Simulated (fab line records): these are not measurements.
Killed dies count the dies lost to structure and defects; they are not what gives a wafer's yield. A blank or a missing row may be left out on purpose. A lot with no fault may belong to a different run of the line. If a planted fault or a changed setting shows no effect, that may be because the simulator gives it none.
Which tool did it?    flow n5_finfet    23 lots with 69 wafers sampled at 6 steps, on a route of 1938 steps

## WHAT THE GAUGES READ, wafer by wafer
N5_BEOL_M12_OVL_MEAS_11. Usual: V11_OVL gives 1 nm (standard deviation 5.6).
lot   measured      on          V11_OVL (nm)  flag
L074  day 10 02:41  overlay-01  2 -3 4        
L076  day 10 11:14  overlay-01  6 -12 1       
L075  day 10 16:29  overlay-02  0 1 4         
L077  day 11 12:17  overlay-02  -5 -8 -4      
L079  day 11 19:16  overlay-02  -7 -12 -2     
L081  day 11 21:38  overlay-02  -8 -9 -4      
L078  day 11 22:26  overlay-01  3 -1 -3       
L080  day 11 22:05  overlay-02  -4 1 3        
L082  day 12 00:50  overlay-02  -4 -6 -12     
L083  day 12 21:57  overlay-02  3 6 1         
L085  day 13 06:35  overlay-01  5 -6 -1       
L086  day 13 15:42  overlay-01  6 5 0         
L088  day 13 19:57  overlay-02  0 2 6         
L087  day 13 20:28  overlay-01  3 0 3         
L089  day 14 11:28  overlay-01  1 -2 -1       
L092  day 14 18:34  overlay-01  15 4 6        
L091  day 14 16:56  overlay-02  -6 -4 6       
L090  day 14 18:42  overlay-02  9 5 5         
L093  day 15 01:32  overlay-01  -3 -4 -6      
L094  day 15 07:15  overlay-01  6 2 -2        
L095  day 15 10:43  overlay-01  -6 -5 -10     
L096  day 16 09:22  overlay-02  2 0 0         
L097  day 16 09:31  overlay-02  0 3 7         

## TOOL THAT RAN EACH LOT (tool first, then ch and the chambers of the sampled wafers, then the start)
lot   N5_BEOL_M10_STRIP_77                           N5_BEOL_M11_HM_OPEN_17             N5_BEOL_M11_STRIP_77                           N5_BEOL_M11_CMP_52             N5_BEOL_M12_ILD_DEP_00
L074  rie_diel-05 ch 1,2, day 9 18:26 or earlier     rie_metal-01 ch 0,1, day 9 18:26   rie_diel-04 ch 0,2,3, day 10 01:35 or earlier  cmp-04 ch 0,3, day 10 01:35    pecvd-01 ch 0,1,2, day 10 02:06
L076  rie_diel-05 ch 1,2,3, day 10 06:08 or earlier  rie_metal-02 ch 1, day 10 06:08    rie_diel-04 ch 0,1,2, day 10 10:12 or earlier  cmp-04 ch 2,3, day 10 10:12    pecvd-01 ch 1,2, day 10 10:39
L075  rie_diel-05 ch 0,1,3, day 10 12:06 or earlier  rie_metal-03 ch 1, day 10 12:06    rie_diel-01 ch 1,3, day 10 15:27 or earlier    cmp-02 ch 1,3, day 10 15:27    pecvd-03 ch 0,1,2, day 10 15:53
L077  rie_diel-05 ch 0,1,2, day 11 07:17 or earlier  rie_metal-02 ch 0,1, day 11 07:17  rie_diel-01 ch 2,3, day 11 11:11 or earlier    cmp-04 ch 0,1,2, day 11 11:11  pecvd-04 ch 0,1, day 11 11:40
L079  rie_diel-06 ch 0,1,3, day 11 11:06 or earlier  rie_metal-03 ch 0,1, day 11 11:06  rie_diel-04 ch 1,2,3, day 11 18:10 or earlier  cmp-04 ch 1,2,3, day 11 18:10  pecvd-04 ch 0,1,2, day 11 18:40
L081  rie_diel-05 ch 0,2, day 11 14:48 or earlier    rie_metal-01 ch 0,1, day 11 14:48  rie_diel-04 ch 0,2,3, day 11 20:27 or earlier  cmp-04 ch 1,2,3, day 11 20:27  pecvd-01 ch 0,1, day 11 21:10
L078  rie_diel-03 ch 1,3, day 11 15:22 or earlier    rie_metal-02 ch 0,1, day 11 15:22  rie_diel-04 ch 1,2, day 11 21:24 or earlier    cmp-04 ch 1,2, day 11 21:24    pecvd-03 ch 1,2, day 11 21:51
L080  rie_diel-03 ch 0,3, day 11 15:11 or earlier    rie_metal-03 ch 1, day 11 15:11    rie_diel-02 ch 0,1,3, day 11 20:55 or earlier  cmp-02 ch 0,2, day 11 20:55    pecvd-01 ch 0, day 11 21:27
L082  rie_diel-06 ch 0,1, day 11 19:08 or earlier    rie_metal-03 ch 0,1, day 11 19:08  rie_diel-02 ch 1,2, day 11 23:54 or earlier    cmp-02 ch 0,2,3, day 11 23:54  pecvd-01 ch 0,1, day 12 00:18
L083  rie_diel-05 ch 0,1,3, day 12 14:51 or earlier  rie_metal-03 ch 0,1, day 12 14:51  rie_diel-01 ch 0,1,3, day 12 20:55 or earlier  cmp-01 ch 0,1,3, day 12 20:55  pecvd-03 ch 1,2, day 12 21:22
L085  rie_diel-05 ch 0,2,3, day 13 00:08 or earlier  rie_metal-02 ch 0,1, day 13 00:08  rie_diel-02 ch 0,2,3, day 13 05:31 or earlier  cmp-01 ch 0,2,3, day 13 05:31  pecvd-04 ch 0,1,2, day 13 05:59
L086  rie_diel-05 ch 0,1,2, day 13 10:43 or earlier  rie_metal-03 ch 0,1, day 13 10:43  rie_diel-02 ch 0,1,2, day 13 14:45 or earlier  cmp-02 ch 0,1,3, day 13 14:45  pecvd-01 ch 0,2, day 13 15:14
L088  rie_diel-05 ch 0,1, day 13 14:08 or earlier    rie_metal-01 ch 0,1, day 13 14:08  rie_diel-04 ch 1,2, day 13 18:52 or earlier    cmp-04 ch 1,3, day 13 18:52    pecvd-03 ch 1, day 13 19:18
L087  rie_diel-03 ch 2,3, day 13 14:11 or earlier    rie_metal-03 ch 0,1, day 13 14:11  rie_diel-01 ch 2,3, day 13 19:29 or earlier    cmp-01 ch 1,2,3, day 13 19:29  pecvd-01 ch 0,2, day 13 19:52
L089  rie_diel-06 ch 0,3, day 14 05:10 or earlier    rie_metal-01 ch 0,1, day 14 05:10  rie_diel-01 ch 1,2, day 14 10:33 or earlier    cmp-01 ch 0,3, day 14 10:33    pecvd-03 ch 0,1, day 14 10:59
L092  rie_diel-06 ch 0,1,3, day 14 09:47 or earlier  rie_metal-03 ch 0,1, day 14 09:47  rie_diel-02 ch 0,1, day 14 17:29 or earlier    cmp-01 ch 0,1,3, day 14 17:29  pecvd-03 ch 0,1, day 14 17:58
L091  rie_diel-06 ch 1,2, day 14 09:57 or earlier    rie_metal-02 ch 0,1, day 14 09:57  rie_diel-02 ch 0,3, day 14 16:00 or earlier    cmp-01 ch 0,2, day 14 16:00    pecvd-03 ch 1,2, day 14 16:29
L090  rie_diel-05 ch 0,2,3, day 14 10:08 or earlier  rie_metal-03 ch 0,1, day 14 10:08  rie_diel-02 ch 0,3, day 14 17:47 or earlier    cmp-01 ch 1,2,3, day 14 17:47  pecvd-01 ch 0,1, day 14 18:14
L093  rie_diel-05 ch 0,1, day 14 20:19 or earlier    rie_metal-01 ch 0,1, day 14 20:19  rie_diel-02 ch 0,1,3, day 15 00:35 or earlier  cmp-04 ch 0,3, day 15 00:35    pecvd-01 ch 0,1, day 15 01:04
L094  rie_diel-06 ch 0,1, day 15 03:04 or earlier    rie_metal-01 ch 0,1, day 15 03:04  rie_diel-04 ch 1,3, day 15 06:17 or earlier    cmp-04 ch 0,1,3, day 15 06:17  pecvd-01 ch 0,1,2, day 15 06:47
L095  rie_diel-05 ch 0,1,2, day 15 05:34 or earlier  rie_metal-02 ch 0,1, day 15 05:34  rie_diel-01 ch 0,1,2, day 15 09:38 or earlier  cmp-02 ch 2,3, day 15 09:38    pecvd-01 ch 0,2, day 15 10:07
L096  rie_diel-03 ch 0,2,3, day 16 03:52 or earlier  rie_metal-02 ch 0,1, day 16 03:52  rie_diel-01 ch 0,1, day 16 08:19 or earlier    cmp-02 ch 0,2,3, day 16 08:19  pecvd-03 ch 0,2, day 16 08:46
L097  rie_diel-03 ch 0,1,3, day 16 04:27 or earlier  rie_metal-03 ch 0,1, day 16 04:27  rie_diel-02 ch 2,3, day 16 08:34 or earlier    cmp-04 ch 0,2, day 16 08:34    pecvd-03 ch 0,1,2, day 16 09:03
- N5_BEOL_M10_STRIP_77: strips in N2/H2, time 10 s.
- N5_BEOL_M11_HM_OPEN_17: chemistry Cl2/BCl3, target TiN, target depth 20 nm, overetch 6 nm.
- N5_BEOL_M11_STRIP_77: strips in N2/H2, time 10 s.
- N5_BEOL_M11_CMP_52: polishes, stops on SiCOH lowk, t overpolish 7 s, target thk 140 nm.
- N5_BEOL_M12_ILD_DEP_00: deposits SiOC from DEMS/O2, target thk 658.92 nm, time 130.7 s.

## WHAT THE TOOLS THEMSELVES READ (means of the sampled wafers that have a number; where no wafer has one, the mark that the record gives instead)
N5_BEOL_M10_STRIP_77. Usual: drypump_motor_current_A 5.6 A, standard deviation 0.36; h2_flow_sccm 200.1 sccm, standard deviation 0.58; oes_product_au 0.77 a.u., standard deviation 0.086; rf_vpp_V 59.2 V, standard deviation 0.86; showerhead_plenum_p_Torr 2.52 Torr, standard deviation 0.078; throttle_valve_pct 23.56 %, standard deviation 0.25.
lot   tool         drypump_motor_current_A (A)  h2_flow_sccm (sccm)  oes_product_au (a.u.)  rf_vpp_V (V)  showerhead_plenum_p_Torr (Torr)  throttle_valve_pct (%)  flag
L074  rie_diel-05  5.3                          199.4                0.72                   58.6          2.55                             23.54                   
L076  rie_diel-05  5.4                          200.3                0.78                   59.2          2.54                             23.58                   
L075  rie_diel-05  5.4                          200.5                0.77                   60.0          2.50                             23.71                   
L077  rie_diel-05  5.5                          200.1                0.72                   59.7          2.54                             23.51                   
L079  rie_diel-06  5.6                          200.1                0.82                   59.4          2.51                             23.35                   
L081  rie_diel-05  5.7                          199.9                0.71                   59.0          2.54                             23.47                   
L078  rie_diel-03  5.4                          200.0                0.89                   59.2          2.55                             23.77                   
L080  rie_diel-03  5.9                          199.4                0.81                   59.4          2.44                             23.50                   
L082  rie_diel-06  5.2                          200.4                0.90                   59.2          2.57                             23.41                   
L083  rie_diel-05  5.4                          199.7                0.74                   58.7          2.49                             23.73                   
L085  rie_diel-05  5.5                          200.5                0.75                   58.9          2.53                             23.55                   
L086  rie_diel-05  5.5                          199.6                0.70                   60.0          2.54                             23.53                   
L088  rie_diel-05  5.5                          199.2                0.69                   59.3          2.50                             23.67                   
L087  rie_diel-03  6.0                          200.4                0.74                   59.1          2.43                             23.81                   
L089  rie_diel-06  6.0                          200.2                0.76                   58.7          2.46                             23.47                   
L092  rie_diel-06  5.6                          200.3                0.77                   59.2          2.50                             23.38                   
L091  rie_diel-06  5.5                          199.9                0.77                   59.0          2.57                             23.19                   
L090  rie_diel-05  5.5                          199.3                0.75                   59.1          2.52                             23.58                   
L093  rie_diel-05  5.5                          199.5                0.67                   58.8          2.49                             23.68                   
L094  rie_diel-06  5.2                          200.3                0.84                   58.6          2.56                             23.44                   
L095  rie_diel-05  5.5                          200.0                0.69                   58.9          2.53                             23.57                   
L096  rie_diel-03  6.0                          200.7                0.75                   58.4          2.43                             23.68                   
L097  rie_diel-03  5.7                          200.1                0.81                   59.2          2.48                             23.67                   

N5_BEOL_M11_HM_OPEN_17. Usual: drypump_motor_current_A 5.6 A, standard deviation 0.32; mfc_cl2_sccm 53.25 sccm, standard deviation 0.16; oes_product_au 0.72 a.u., standard deviation 0.055; throttle_valve_pct 22.08 %, standard deviation 0.16.
lot   tool          drypump_motor_current_A (A)  mfc_cl2_sccm (sccm)  oes_product_au (a.u.)  throttle_valve_pct (%)  flag
L074  rie_metal-01  5.4                          53.21                0.75                   21.96                   
L076  rie_metal-02  5.3                          52.99                0.79                   22.42                   
L075  rie_metal-03  5.8                          53.15                0.75                   21.97                   
L077  rie_metal-02  5.6                          53.22                0.70                   22.35                   
L079  rie_metal-03  5.7                          53.45                0.70                   22.02                   
L081  rie_metal-01  5.4                          53.39                0.74                   21.97                   
L078  rie_metal-02  5.6                          53.02                0.71                   22.32                   
L080  rie_metal-03  5.7                          53.32                0.74                   21.97                   
L082  rie_metal-03  5.7                          53.44                0.69                   22.01                   
L083  rie_metal-03  5.7                          53.11                0.69                   22.03                   
L085  rie_metal-02  5.6                          53.24                0.79                   22.30                   
L086  rie_metal-03  5.7                          53.14                0.68                   22.02                   
L088  rie_metal-01  5.4                          53.14                0.72                   21.98                   
L087  rie_metal-03  5.7                          53.18                0.69                   22.01                   
L089  rie_metal-01  5.4                          53.15                0.70                   22.00                   
L092  rie_metal-03  5.7                          53.26                0.71                   21.99                   
L091  rie_metal-02  5.6                          53.43                0.76                   22.30                   
L090  rie_metal-03  5.7                          53.31                0.70                   22.01                   
L093  rie_metal-01  5.4                          53.30                0.70                   22.00                   
L094  rie_metal-01  5.3                          53.39                0.70                   22.00                   
L095  rie_metal-02  6.0                          53.11                0.76                   22.19                   
L096  rie_metal-02  5.9                          53.31                0.74                   22.19                   
L097  rie_metal-03  5.7                          53.26                0.68                   22.01                   

N5_BEOL_M11_STRIP_77. Usual: drypump_motor_current_A 5.5 A, standard deviation 0.5; h2_flow_sccm 200.0 sccm, standard deviation 0.61; oes_product_au 0.81 a.u., standard deviation 0.097; rf_vpp_V 59.3 V, standard deviation 0.78; showerhead_plenum_p_Torr 2.55 Torr, standard deviation 0.084; throttle_valve_pct 23.5 %, standard deviation 0.31.
lot   tool         drypump_motor_current_A (A)  h2_flow_sccm (sccm)  oes_product_au (a.u.)  rf_vpp_V (V)  showerhead_plenum_p_Torr (Torr)  throttle_valve_pct (%)  flag
L074  rie_diel-04  5.3                          200.1                0.83                   59.3          2.53                             23.6                    
L076  rie_diel-04  5.1                          199.5                0.93                   59.4          2.60                             23.5                    
L075  rie_diel-01  5.9                          200.4                0.86                   59.6          2.52                             23.0                    
L077  rie_diel-01  5.6                          199.3                0.69                   58.7          2.58                             23.5                    
L079  rie_diel-04  5.2                          199.9                0.84                   59.6          2.56                             23.6                    
L081  rie_diel-04  5.3                          199.8                0.81                   59.7          2.52                             23.6                    
L078  rie_diel-04  5.0                          199.8                0.91                   59.6          2.63                             23.5                    
L080  rie_diel-02  5.7                          200.4                0.83                   59.0          2.56                             23.6                    
L082  rie_diel-02  5.5                          200.5                0.72                   59.0          2.58                             23.6                    
L083  rie_diel-01  5.7                          199.6                0.80                   59.8          2.58                             23.3                    
L085  rie_diel-02  5.5                          199.5                0.81                   58.8          2.53                             23.6                    
L086  rie_diel-02  5.7                          200.4                0.77                   59.0          2.57                             23.5                    
L088  rie_diel-04  4.8                          199.6                0.87                   59.4          2.67                             23.6                    
L087  rie_diel-01  5.5                          199.5                0.68                   59.5          2.55                             23.8                    
L089  rie_diel-01  5.6                          200.3                0.75                   58.7          2.51                             23.6                    
L092  rie_diel-02  5.9                          200.6                0.76                   59.5          2.60                             23.4                    
L091  rie_diel-02  5.5                          200.3                0.83                   59.0          2.50                             23.7                    
L090  rie_diel-02  6.0                          200.3                0.85                   59.0          2.55                             23.5                    
L093  rie_diel-02  5.7                          199.9                0.80                   59.8          2.55                             23.6                    
L094  rie_diel-04  5.4                          199.6                0.91                   59.2          2.63                             23.5                    
L095  rie_diel-01  5.6                          200.1                0.78                   59.7          2.55                             23.5                    
L096  rie_diel-01  5.8                          200.5                0.83                   58.8          2.52                             23.1                    
L097  rie_diel-02  5.1                          200.0                0.91                   59.8          2.49                             23.6                    

N5_BEOL_M11_CMP_52. Usual: barrier_field_endpoint_s 28.7 s, standard deviation 0.68; motor_current_A 6.1 A, standard deviation 0.61; overpolish_run_s 7.001 s, standard deviation 0.0085; pad_life_wafers 842, standard deviation 490; time_to_endpoint_s 67 s, standard deviation 3.1.
lot   tool    barrier_field_endpoint_s (s)  motor_current_A (A)  overpolish_run_s (s)  pad_life_wafers  time_to_endpoint_s (s)  flag
L074  cmp-04  28.8                          6.5                  7.004                 54               66                      
L076  cmp-04  28.3                          6.1                  7.003                 80               66                      
L075  cmp-02  28.1                          6.2                  7.002                 1034             66                      
L077  cmp-04  28.3                          5.8                  7.003                 271              67                      
L079  cmp-04  28.7                          6.0                  7.012                 331              67                      
L081  cmp-04  29.5                          6.4                  7.002                 344              68                      
L078  cmp-04  28.9                          5.9                  7.005                 362              70                      
L080  cmp-02  28.7                          5.9                  6.998                 1267             67                      
L082  cmp-02  28.4                          5.8                  7.008                 1316             67                      
L083  cmp-01  29.2                          6.6                  7.005                 632              69                      
L085  cmp-01  28.4                          6.3                  7.007                 710              67                      
L086  cmp-02  29.4                          6.0                  6.998                 1598             68                      
L088  cmp-04  29.8                          6.3                  6.996                 758              75                      
L087  cmp-01  28.4                          6.2                  6.998                 825              65                      
L089  cmp-01  28.7                          6.5                  7.000                 955              64                      
L092  cmp-01  28.6                          6.4                  6.997                 1022             67                      
L091  cmp-01  27.6                          5.8                  6.997                 997              61                      
L090  cmp-01  27.9                          6.4                  7.002                 1028             66                      
L093  cmp-04  29.0                          6.7                  7.002                 954              70                      
L094  cmp-04  29.8                          6.5                  7.006                 1015             66                      
L095  cmp-02  28.2                          5.6                  6.995                 1914             65                      
L096  cmp-02  28.1                          5.9                  7.004                 26               64                      
L097  cmp-04  28.4                          6.0                  6.991                 1249             65                      

N5_BEOL_M12_ILD_DEP_00. Usual: heater_power_w 473 W, standard deviation 72; showerhead_plenum_p_Torr 5.697 Torr, standard deviation 0.015; susceptor_temp_C 350.00 C, standard deviation 0.2; throttle_valve_pct 11.8 %, standard deviation 0.59.
lot   tool      heater_power_w (W)  showerhead_plenum_p_Torr (Torr)  susceptor_temp_C (C)  throttle_valve_pct (%)  flag
L074  pecvd-01  501                 5.700                            350.22                12.0                    
L076  pecvd-01  547                 5.712                            349.99                11.9                    
L075  pecvd-03  433                 5.691                            349.98                11.8                    
L077  pecvd-04  478                 5.677                            349.98                12.5                    
L079  pecvd-04  486                 5.700                            349.90                11.7                    
L081  pecvd-01  454                 5.684                            350.17                11.8                    
L078  pecvd-03  431                 5.697                            349.74                11.7                    
L080  pecvd-01  405                 5.684                            349.78                11.6                    
L082  pecvd-01  442                 5.690                            349.79                11.6                    
L083  pecvd-03  479                 5.709                            349.96                12.1                    
L085  pecvd-04  464                 5.697                            349.93                11.9                    
L086  pecvd-01  473                 5.686                            350.06                11.3                    
L088  pecvd-03  510                 5.715                            350.06                12.3                    
L087  pecvd-01  423                 5.691                            350.17                11.4                    
L089  pecvd-03  467                 5.711                            350.10                12.3                    
L092  pecvd-03  450                 5.702                            349.90                12.4                    
L091  pecvd-03  454                 5.709                            350.00                12.1                    
L090  pecvd-01  501                 5.689                            350.07                11.9                    
L093  pecvd-01  446                 5.696                            349.94                12.0                    
L094  pecvd-01  487                 5.697                            349.98                11.5                    
L095  pecvd-01  434                 5.684                            349.92                11.5                    
L096  pecvd-03  413                 5.694                            350.07                11.8                    
L097  pecvd-03  448                 5.705                            349.95                12.0                    

## THE ANSWER, worked out from the rows above alone
Rule: take the mean of a lot's wafers that have a number; if it is more than 3 standard deviations from the usual mean, the lot is off. Also off: a lot with no number at a reading for which 4 or more lots have one. Any other lot the step has rows for is counted as sound. After the gauges, taken in route order, come the tools' own readings; for these a lot's mean is taken, as printed above. At the first step where some lot is off, the reading lying furthest off is the one used; lots without a number count as furthest.
None of the lots is off at any reading shown; this tells nothing.

## WHAT HAD BEEN PUT IN BY THE SIMULATOR
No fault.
